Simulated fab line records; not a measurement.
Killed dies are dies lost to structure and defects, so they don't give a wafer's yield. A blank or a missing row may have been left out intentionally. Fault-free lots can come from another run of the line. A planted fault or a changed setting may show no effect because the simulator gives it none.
Which tool was responsible? ; flow n5Finfet ; Sampling: 9 lots, 27 wafers, 5 of 1938 route steps

## WHAT THE GAUGES SHOWED, per wafer
N5_BEOL_M4_RC_MEAS_101.
lot;measured;on;DIBL_N (mV/V)
L393;day 7 14:26;prober-02;36.5 36.3 37.5
L401;day 10 17:23;prober-02;35.4 36.1 35.5
L403;day 11 05:05;prober-01;34.4 36.1 37.6
L404;day 11 13:34;prober-01;35.5 37.7 35.9
L407;day 12 09:59;prober-02;35.4 34.9 35.6
L408;day 12 01:39;prober-01;37.0 36.3 36.7
L409;day 12 16:52;prober-01;34.9 35.5 35.7
L411;day 12 18:44;prober-02;36.5 35.7 36.0
L416;day 14 10:47;prober-02;35.4 36.9 37.4

## TOOL THAT RAN EACH LOT (tool first, then ch and the chambers of the sampled wafers, then the start)
lot;N5_BEOL_M1_ETCH_63;N5_BEOL_M1_COAT_22;N5_BEOL_M1_DESCUM_33;N5_BEOL_M1_ETCH_77
L393;rieDiel-03 ch 1,3, day 6 03:54;lithoTrack-01 ch 0, day 6 04:20;rieDiel-06 ch 1,2,3, day 6 04:44;rieDiel-06 ch 1,2,3, day 6 04:46
L401;rieDiel-05 ch 0,2, day 8 16:17;lithoTrack-02 ch 0, day 8 16:42;rieDiel-05 ch 0,2,3, day 8 17:10;rieDiel-05 ch 0,2,3, day 8 17:11
L403;rieDiel-06 ch 0,2, day 8 16:34;lithoTrack-03 ch 0, day 8 16:59;rieDiel-06 ch 0,2, day 8 17:54;rieDiel-06 ch 0,2, day 8 17:56
L404;rieDiel-05 ch 0,1,3, day 8 16:58;lithoTrack-02 ch 0, day 8 17:23;rieDiel-06 ch 0,1,2, day 8 18:01;rieDiel-06 ch 0,1,2, day 8 18:02
L407;rieDiel-03 ch 1,2,3, day 9 18:50;lithoTrack-03 ch 0, day 9 19:16;rieDiel-03 ch 1,2,3, day 9 19:49;rieDiel-03 ch 1,2,3, day 9 19:51
L408;rieDiel-06 ch 0,2, day 9 19:36;lithoTrack-02 ch 0, day 9 20:04;rieDiel-06 ch 0,3, day 9 20:35;rieDiel-06 ch 0,3, day 9 20:37
L409;rieDiel-05 ch 0,2,3, day 10 00:41;lithoTrack-01 ch 0, day 10 01:07;rieDiel-03 ch 0,1,2, day 10 01:38;rieDiel-03 ch 0,1,2, day 10 01:40
L411;rieDiel-06 ch 2,3, day 10 12:17;lithoTrack-02 ch 0, day 10 12:47;rieDiel-05 ch 0,1,2, day 10 13:19;rieDiel-05 ch 0,1,2, day 10 13:20
L416;rieDiel-06 ch 1,3, day 11 21:59;lithoTrack-03 ch 0, day 11 22:25;rieDiel-03 ch 0,1,2, day 11 22:49;rieDiel-03 ch 0,1,2, day 11 22:50
- N5_BEOL_M1_ETCH_63: etches SiARC in CF4, target depth 15.6 nm, time 26 s.
- N5_BEOL_M1_COAT_22: resist thk 30 nm.
- N5_BEOL_M1_DESCUM_33: chemistry O2, time 7 s.
- N5_BEOL_M1_ETCH_77: etches underlayer in N2/H2, target depth 6.5 nm, time 5.2 s.

## THE ANSWER, worked out from the rows above alone
Rule: usual is defined by the lots themselves. The widest of any qualifying gaps counts: lots, ordered by their means at a reading, are off when they make up no more than a third of the lots, leave a main group of 4 or more, and stand apart from it by 3 or more times the standard deviation of that group's means. A main group whose means are all the same, to the digits that the tables above print for the reading, isn't used. A lot without any number at a reading at which 4 lots or more have one is off too. Where the step has rows for the other lots, those lots are counted as sound.
None of the lots is off at any reading shown; this tells nothing.

## WHAT WAS PUT IN BY THE SIMULATOR
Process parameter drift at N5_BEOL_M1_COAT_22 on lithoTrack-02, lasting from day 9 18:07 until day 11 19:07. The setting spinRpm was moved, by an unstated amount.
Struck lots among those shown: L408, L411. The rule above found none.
